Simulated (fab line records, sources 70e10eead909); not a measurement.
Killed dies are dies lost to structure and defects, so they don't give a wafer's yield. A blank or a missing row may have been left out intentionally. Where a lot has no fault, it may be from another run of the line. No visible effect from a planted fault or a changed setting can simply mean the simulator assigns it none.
Which tool did it?	flow nand_harc	Sampling: 6 lots, 18 wafers, 2 of 1302 route steps

## WHAT THE GAUGES SHOWED, per wafer
NHARC_A_ONON_D1_THK_MEAS_14: measures by ellipsometry.
lot	measured	on	thk_nm (nm)
L103	day 8 11:14	film_metro-02	999 1000 998
L105	day 8 23:01	film_metro-02	993 993 996
L107	day 10 01:52	film_metro-01	1008 1007 1008
L117	day 14 03:52	film_metro-02	994 994 994
L121	day 15 19:47	film_metro-02	1001 997 998
L124	day 16 23:22	film_metro-01	1001 1002 999

## WHICH TOOL RAN EACH LOT (tool, then ch and the chambers of the sampled wafers, then the start)
lot	NHARC_A_ZERO_WELL_DESCUM_12
L103	rie_diel-07 ch 0,3, day 7 11:33
L105	rie_diel-11 ch 1,2, day 7 22:42
L107	rie_diel-07 ch 0,1,2, day 8 23:53
L117	rie_diel-07 ch 1,2,3, day 13 01:28
L121	rie_diel-07 ch 2,3, day 14 18:19
L124	rie_diel-11 ch 0,1,2, day 15 20:39
- NHARC_A_ZERO_WELL_DESCUM_12: chemistry O2, time 3 s.

## THE ANSWER, worked out from the rows above alone
Rule: usual is defined by the lots themselves. Put in order of their means at a reading, lots are off if they are a third of the lots or fewer, leave a main group of 4 or more, and stand apart from it by a gap of 3 or more times the standard deviation of the main group's means; of several such gaps the widest counts. Not used: any main group whose means are identical at the precision the tables above print for the reading. A lot without any number at a reading at which 4 lots or more have one is off too. The other lots that the step has rows for count as sound.
None of the lots is off at any reading shown; this tells nothing.

## WHAT WAS PUT IN BY THE SIMULATOR
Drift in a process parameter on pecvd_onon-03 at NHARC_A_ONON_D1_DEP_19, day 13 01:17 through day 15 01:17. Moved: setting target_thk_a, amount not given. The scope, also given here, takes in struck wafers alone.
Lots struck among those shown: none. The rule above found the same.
